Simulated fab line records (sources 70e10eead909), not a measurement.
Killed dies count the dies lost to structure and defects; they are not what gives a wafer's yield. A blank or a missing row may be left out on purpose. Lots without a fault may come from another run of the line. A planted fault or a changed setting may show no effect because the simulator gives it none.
One fault seen from 2 desks / flow nand-harc / only its own numbers are on each desk; what lay behind them is given at the end

== METROLOGY DESK ==
Means of the sampled wafers that have a number, per lot and without regard to the tool the lot ran on: this is what the gauges read. Marked OUT: a lot whose mean sits more than 4 standard deviations from the usual mean, which makes it out of limits; the brackets give that distance.
Columns: A = cd-nm at NHARC_THIN_TSV_CD_MEAS_16, usual 1000.5 nm
lot=L697; first seen here=day 23 18:22; A=999.4
lot=L698; first seen here=day 25 04:39; A=999.3
lot=L700; first seen here=day 25 06:56; A=998.9
lot=L702; first seen here=day 25 08:16; A=1001.9
lot=L699; first seen here=day 25 13:53; A=998.6
lot=L703; first seen here=day 25 21:14; A=1001.1
lot=L708; first seen here=day 28 07:43; A=1000.0
lot=L712; first seen here=day 29 22:16; A=1001.4
lot=L714; first seen here=day 31 08:58; A=1002.4
lot=L713; first seen here=day 31 10:10; A=1000.5
lot=L715; first seen here=day 31 17:59; A=999.1
lot=L716; first seen here=day 32 15:50; A=1000.3
lot=L720; first seen here=day 33 04:55; A=1000.4
This desk found nothing out of limits on any of the 13 lots.

== THE TOOL OWNER'S DESK: pvd-sputter-01 ==
The tool's own readings at NHARC_A_M1_PRE_CLEAN_30 (time 30 s): means of the sampled wafers that have a number, for each lot that ran on this tool. Marked OUT: a lot whose mean sits more than 4 standard deviations from the usual mean, which makes it out of limits; the brackets give that distance.
Columns: A = heater-power-w at NHARC_A_M1_PRE_CLEAN_30, usual 403 W
lot=L697; first seen here=day 22 22:57; A=391
lot=L698; first seen here=day 23 15:11; A=389
lot=L700; first seen here=day 23 21:31; A=383
lot=L708; first seen here=day 27 13:08; A=385
lot=L712; first seen here=day 29 02:00; A=396
This desk found nothing out of limits on any of the 5 lots.

== BROUGHT TOGETHER ==
At the metrology desk, nothing out of limits was observed.
The desk of the tool owner found nothing out of limits.

== WHAT HAD BEEN PUT IN BY THE SIMULATOR ==
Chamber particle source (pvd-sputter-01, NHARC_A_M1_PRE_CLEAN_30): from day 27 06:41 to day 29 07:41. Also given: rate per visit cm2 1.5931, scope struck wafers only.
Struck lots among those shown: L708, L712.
